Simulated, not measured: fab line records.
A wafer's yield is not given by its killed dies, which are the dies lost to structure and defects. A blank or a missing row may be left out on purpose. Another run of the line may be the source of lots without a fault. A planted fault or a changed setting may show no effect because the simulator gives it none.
Chamber matching | flow n5Finfet | 3 sister chambers for N5_BEOL_M10_ILD_DEP_00 on pecvd-02
The step deposits SiCOH lowk from DEMS/porogen, target thk 308.51 nm, time 58 s. 3 wafers are shown with their chamber, then 10 later ones without.

== EACH WAFER AND ITS CHAMBER ==
wafer  | chamber | throttleValvePct (%)
L083.1 | 0       | 14.7
L087.1 | 1       | 13.6
L087.2 | 2       | 13.7

== WAFERS WHOSE CHAMBER IS MISSING ==
wafer  | throttleValvePct (%)
L087.6 | 13.6
L089.3 | 13.6
L089.4 | 13.6
L089.5 | 13.4
L096.1 | 14.0
L096.2 | 13.5
L096.4 | 14.9
L097.4 | 14.9
L097.5 | 13.5
L097.6 | 13.9

== THE CHAMBER EACH PASSED THROUGH ==
wafer  | from the rows above     | in truth
L087.6 | can't be placed: 1 or 2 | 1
L089.3 | can't be placed: 1 or 2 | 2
L089.4 | can't be placed: 1 or 2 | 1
L089.5 | can't be placed: 1 or 2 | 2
L096.1 | can't be placed: 2 or 1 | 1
L096.2 | can't be placed: 1 or 2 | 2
L096.4 | 0                       | 0
L097.4 | 0                       | 0
L097.5 | can't be placed: 1 or 2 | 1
L097.6 | can't be placed: 2 or 1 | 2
2 of 10 placed correctly. Can't be placed from these rows: 8 (the true chamber is among the candidates in 8). Number placed wrongly: 0.
How it was worked out, from the rows above alone: a wafer's distance from a chamber is the root of the sum, over the readings, of the square of ((its reading less the chamber's mean) divided by the reading's scatter). If the next closest chamber is less than 2 further off than the closest, the wafer can't be placed; otherwise it belongs to the closest. Each chamber's mean is taken over the wafers shown for it. The scatter (one wafer shown for each chamber): square how far every hidden wafer sits from the nearest shown wafer, average those squares and take the square root.
